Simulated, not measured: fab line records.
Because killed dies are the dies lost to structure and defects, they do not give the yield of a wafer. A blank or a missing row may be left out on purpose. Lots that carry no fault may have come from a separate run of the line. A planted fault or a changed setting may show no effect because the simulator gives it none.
Matching of chambers / flow nand_harc / rie_diel-12 running NHARC_P_GATE_DESCUM_48: 4 sister chambers
The step chemistry O2, time 3 s. 16 wafers are shown with their chamber, then 8 later ones without.

## WAFERS, EACH WITH ITS CHAMBER
wafer=L079.3; chamber=0; drypump_motor_current_A (A)=5.3; rf_vpp_V (V)=57.6; throttle_valve_pct (%)=11.313
wafer=L079.4; chamber=1; drypump_motor_current_A (A)=5.7; rf_vpp_V (V)=57.6; throttle_valve_pct (%)=11.310
wafer=L079.6; chamber=2; drypump_motor_current_A (A)=5.6; rf_vpp_V (V)=58.7; throttle_valve_pct (%)=11.316
wafer=L081.1; chamber=2; drypump_motor_current_A (A)=5.6; rf_vpp_V (V)=55.9; throttle_valve_pct (%)=11.295
wafer=L081.2; chamber=1; drypump_motor_current_A (A)=5.6; rf_vpp_V (V)=58.0; throttle_valve_pct (%)=11.306
wafer=L081.5; chamber=2; drypump_motor_current_A (A)=5.6; rf_vpp_V (V)=56.9; throttle_valve_pct (%)=11.309
wafer=L082.1; chamber=0; drypump_motor_current_A (A)=5.3; rf_vpp_V (V)=58.6; throttle_valve_pct (%)=11.319
wafer=L082.3; chamber=3; drypump_motor_current_A (A)=5.2; rf_vpp_V (V)=56.5; throttle_valve_pct (%)=11.311
wafer=L082.6; chamber=0; drypump_motor_current_A (A)=5.3; rf_vpp_V (V)=58.8; throttle_valve_pct (%)=11.312
wafer=L085.3; chamber=3; drypump_motor_current_A (A)=5.2; rf_vpp_V (V)=58.0; throttle_valve_pct (%)=11.319
wafer=L085.5; chamber=2; drypump_motor_current_A (A)=5.6; rf_vpp_V (V)=58.6; throttle_valve_pct (%)=11.311
wafer=L085.6; chamber=3; drypump_motor_current_A (A)=5.2; rf_vpp_V (V)=56.0; throttle_valve_pct (%)=11.324
wafer=L086.2; chamber=2; drypump_motor_current_A (A)=5.5; rf_vpp_V (V)=56.3; throttle_valve_pct (%)=11.307
wafer=L086.5; chamber=0; drypump_motor_current_A (A)=5.3; rf_vpp_V (V)=59.7; throttle_valve_pct (%)=11.320
wafer=L086.6; chamber=1; drypump_motor_current_A (A)=5.7; rf_vpp_V (V)=58.6; throttle_valve_pct (%)=11.305
wafer=L088.2; chamber=3; drypump_motor_current_A (A)=5.2; rf_vpp_V (V)=56.4; throttle_valve_pct (%)=11.309

SIGNATURES (averages over the wafers above)
reading=drypump_motor_current_A; chamber 0=5.300; chamber 1=5.667; chamber 2=5.580; chamber 3=5.200; scatter within a chamber=0.035
reading=rf_vpp_V; chamber 0=58.675; chamber 1=58.067; chamber 2=57.280; chamber 3=56.725; scatter within a chamber=0.992
reading=throttle_valve_pct; chamber 0=11.31600; chamber 1=11.30700; chamber 2=11.30760; chamber 3=11.31575; scatter within a chamber=0.00615
Rule: for a wafer and a chamber, the distance is found by dividing, reading by reading, the gap between the wafer's reading and the chamber's mean by the reading's scatter, squaring, summing and taking the root. The wafer belongs to the nearest chamber; if the next one is less than 2 further off, it can't be placed. The scatter is the square root of a quotient: the sum, over the shown wafers, of each reading's squared deviation from its chamber's mean, divided by wafers minus chambers.

## WAFERS MISSING THEIR CHAMBER
wafer=L088.5; drypump_motor_current_A (A)=5.2; rf_vpp_V (V)=56.1; throttle_valve_pct (%)=11.321
wafer=L088.6; drypump_motor_current_A (A)=5.6; rf_vpp_V (V)=57.4; throttle_valve_pct (%)=11.305
wafer=L093.4; drypump_motor_current_A (A)=5.7; rf_vpp_V (V)=58.4; throttle_valve_pct (%)=11.314
wafer=L093.5; drypump_motor_current_A (A)=5.6; rf_vpp_V (V)=58.9; throttle_valve_pct (%)=11.293
wafer=L093.6; drypump_motor_current_A (A)=5.6; rf_vpp_V (V)=57.0; throttle_valve_pct (%)=11.317
wafer=L095.1; drypump_motor_current_A (A)=5.6; rf_vpp_V (V)=57.6; throttle_valve_pct (%)=11.322
wafer=L095.3; drypump_motor_current_A (A)=5.3; rf_vpp_V (V)=58.1; throttle_valve_pct (%)=11.321
wafer=L095.4; drypump_motor_current_A (A)=5.6; rf_vpp_V (V)=57.7; throttle_valve_pct (%)=11.301

## EACH ONE'S CHAMBER
wafer=L088.5; from the rows above=3; in truth=3
wafer=L088.6; from the rows above=can't be placed: 2 or 1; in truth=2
wafer=L093.4; from the rows above=1; in truth=1
wafer=L093.5; from the rows above=can't be placed: 2 or 1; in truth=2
wafer=L093.6; from the rows above=can't be placed: 2 or 1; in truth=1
wafer=L095.1; from the rows above=can't be placed: 2 or 1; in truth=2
wafer=L095.3; from the rows above=0; in truth=0
wafer=L095.4; from the rows above=can't be placed: 2 or 1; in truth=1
Placed correctly: 3 of 8. From these rows, 5 cannot be placed; in 5 the true chamber is one of the candidates. Number placed wrongly: 0.
